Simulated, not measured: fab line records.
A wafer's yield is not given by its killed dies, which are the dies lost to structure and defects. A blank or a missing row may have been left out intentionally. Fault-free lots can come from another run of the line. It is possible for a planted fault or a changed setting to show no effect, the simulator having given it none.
Problem report, 8D (eight disciplines) form, completed by code / flow nandHarc / the parts of the form that need people (team, actions taken, sign-off) are left out

== 1. PROBLEM STATEMENT ==
thkNm at NHARC_A_ONON_D2_THK_MEAS_34 reads a mean of 216 nm on 2 wafers of 2 lots; wafers without a fault read 200 nm with a standard deviation of 3.3. Relative to the usual mean, that is a shift of +5.0 standard deviations.
The step: measures by ellipsometry.
The first sign was on wafer L503.1 at day 16 12:26, on filmMetro-01. Wafers with a number at this step in the record: 33, from 11 lots. Rule for "out" (also "out of limits"): further than 4 standard deviations from the usual mean. The other wafers with a number count as sound.

== 2. WHAT IT IS, AND WHAT IT ISN'T ==
question=which readings at this step | is=thkNm | is not=-
question=which lots | is=L503, L505 | is not=L494, L495, L510, L511, L512, L513, L514, L515, L517
question=which wafers of those lots | is=L503.1, L505.1 | is not=L503.2, L503.3, L505.2, L505.6
question=read on which gauges | is=filmMetro-01 | is not=filmMetro-02
question=when | is=from day 16 12:26 | is not=up to then (8 sound wafers); but 23 sound wafers of L505, L510, L511, L512, L513, L514, L515, L517 came after

== 3. SUSPECTS, AND WHAT RULES EACH OUT ==
Counting: a tool at a process step up to the reading stays a suspect if it ran every lot that is out. Sound lots after the first of them don't rule it out here, since some wafers of a struck lot are sound.
- the gauge at NHARC_A_ONON_D2_THK_MEAS_34: ruled out. All the wafers that are out were read on filmMetro-01, but those of them that NHARC_A_ONON_D2_DEP_33 has rows for are out there too, on other tools.
- pecvd-04 at NHARC_A_ONON_D2_DEP_33 (deposits SiO2, target thk 200 nm): kept. Ran every lot that is out, first one L503 (day 16 12:01); last sound lot up to then L495 (day 13 09:02). Its own readings are out on those wafers: rfFwdPowerW.
- Within pecvd-04 at NHARC_A_ONON_D2_DEP_33: the wafers that are out ran in chamber 0; their sound lot-mates ran in chambers 1, 2.
Left after counting: pecvd-04 at NHARC_A_ONON_D2_DEP_33.

== 4. THE CAUSE (what the simulator had put in) ==
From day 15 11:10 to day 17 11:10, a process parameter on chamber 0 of pecvd-04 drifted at NHARC_A_ONON_D2_DEP_33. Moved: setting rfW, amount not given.
The count eliminated every tool but this one.

== 5. THE CHAIN OF EFFECTS, in route order ==
One row per reading whose mean, taken over the struck wafers that have a number, lies over 3 standard deviations from the usual. Scope: only readings with a usual standard deviation given in the record; hours: median across lots of the time from each lot's start at the first step in this table that gives one to its start at this step; sigmas: change in usual standard deviations.
hours=0; step=NHARC_A_ONON_D2_DEP_33; reading=rfFwdPowerW; usual=898.5 W; on struck wafers=1257.7; change=+359.2; sigmas=+99 or more
hours=0; step=NHARC_A_ONON_D2_DEP_33; reading=showerheadVppV; usual=1835 V; on struck wafers=2166; change=+330; sigmas=+4.1
hours=0; step=NHARC_A_ONON_D2_THK_MEAS_34; reading=thkNm; usual=200 nm; on struck wafers=216; change=+16; sigmas=+5.0
The process steps in it:
- NHARC_A_ONON_D2_DEP_33: deposits SiO2, target thk 200 nm.

== 6. WHAT WOULD HAVE CAUGHT IT SOONER ==
The first out-of-limits reading at a measuring or inspecting step in this record came at day 16 12:26, 25 hours after the fault's start at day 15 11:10.
The tool's own readings at NHARC_A_ONON_D2_DEP_33 were out on every struck wafer that the step has a row for (rfFwdPowerW): an alarm limit on them would have fired on the first of those.
Among the 2 lots that are out, L505 began NHARC_A_ONON_D2_DEP_33 on pecvd-04 after day 16 12:26. Holding the tool at that time would have saved it.
